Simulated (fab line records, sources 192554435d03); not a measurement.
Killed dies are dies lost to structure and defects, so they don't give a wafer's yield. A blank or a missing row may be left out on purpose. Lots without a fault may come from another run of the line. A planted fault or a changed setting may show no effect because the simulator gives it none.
A struck lot beside a sound one | flow n5_finfet | 14 steps out of a route of 1938
Sound: wafers L736.1, L736.3, L736.5. Struck: wafer L750.3. (L750.2 of the same lot was not struck and is left out.) The cause comes at the end.
At each step with rows: each side's tool, then ch and its chambers, then its first start. Under that, the readings that differ: sound wafers | struck wafers | difference of the means | sigmas: that difference in standard deviations of wafers without a fault.
alike: readings whose means differ by less than 2 such deviations, and words and numbers that are the same on both sides. not compared: withheld readings, readings that some wafer has no value for, bounds like >300 that may hide the same value, and numbers for which the record gives no deviation and whose values overlap.
The two part at a step that has a row with sigmas, a row that says differs or no value, or rows on one side only. Numbers that don't overlap but have no deviation are shown without sigmas and don't part them. A reading that every wafer of one side lacks parts them only if that side has two wafers or more.

first, 8 steps without rows for these wafers: N5_BEOL_M6_COAT_59 (time 60 s, resist thk 100 nm); N5_BEOL_M6_COAT_60 (time 60 s, resist thk 35 nm); N5_BEOL_M6_COAT_05 (resist thk 90 nm); N5_BEOL_M6_EBR_07; N5_BEOL_M6_SOFTBAKE_06 (time 60 s); N5_BEOL_M6_EXPOSE_08 (exposes mask M6); N5_BEOL_M6_PEB_09 (peb time 60 s); N5_BEOL_M6_DEVELOP_10 (develop time 30 s).
N5_BEOL_M6_CD_MEAS_11: target cd 38.5 nm.
  sound on cd_sem-03 ch 0, day 8 16:43; struck on cd_sem-01 ch 0, day 12 05:35
  alike: cd_nm
N5_BEOL_M6_OVL_MEAS_12:
  sound on overlay-02 ch 0, day 8 16:44; struck on overlay-02 ch 0, day 12 05:37
  alike: M6_OVL
N5_BEOL_M6_INSPECT_13: inspects for defects (brightfield).
  sound on defect_inspect-02, day 8 16:46; struck on defect_inspect-02, day 12 05:38
  reading          | sound       | struck | difference | sigmas
  raw_defect_count | 335 238 388 | 582    | +262       | +3
N5_BEOL_M6_DESCUM_16: chemistry O2, time 7.9 s.
  sound on rie_diel-05 ch 0,1, day 8 16:47; struck on rie_diel-05 ch 1, day 12 05:40
  alike: drypump_motor_current_A, oes_product_au, rf_vpp_V, showerhead_plenum_p_Torr, throttle_valve_pct
  not compared: rf_hours_counter_h
N5_BEOL_M6_ETCH_61: etches SiARC in CF4, target depth 45.5 nm, time 75.8 s.
  sound on rie_diel-05 ch 0,1, day 8 16:50; struck on rie_diel-05 ch 1, day 12 05:42
  reading               | sound          | struck | difference | sigmas
  etch_rf_on_time_s (s) | 73.0 74.9 76.1 | 43.9   | -30.8      | -28
  oes_product_au (a.u.) | 0.79 0.74 0.74 | 1.03   | +0.27      | +4
  alike: drypump_motor_current_A, rf_vpp_V, showerhead_plenum_p_Torr, throttle_valve_pct
  not compared: rf_hours_counter_h
N5_BEOL_M6_ETCH_62: etches SOC in N2/H2, target depth 110 nm, overetch 22 nm, time 165 s.
  sound on rie_diel-05 ch 0,1, day 8 16:53; struck on rie_diel-05 ch 1, day 12 05:46
  alike: drypump_motor_current_A, oes_product_au, rf_vpp_V, showerhead_plenum_p_Torr, throttle_valve_pct
  not compared: rf_hours_counter_h

WHERE THEY PART
First at N5_BEOL_M6_INSPECT_13; last, within this record, at N5_BEOL_M6_ETCH_61. Later steps at which nothing parts them and some readings are alike: N5_BEOL_M6_ETCH_62.

WHY: what the simulator had put in
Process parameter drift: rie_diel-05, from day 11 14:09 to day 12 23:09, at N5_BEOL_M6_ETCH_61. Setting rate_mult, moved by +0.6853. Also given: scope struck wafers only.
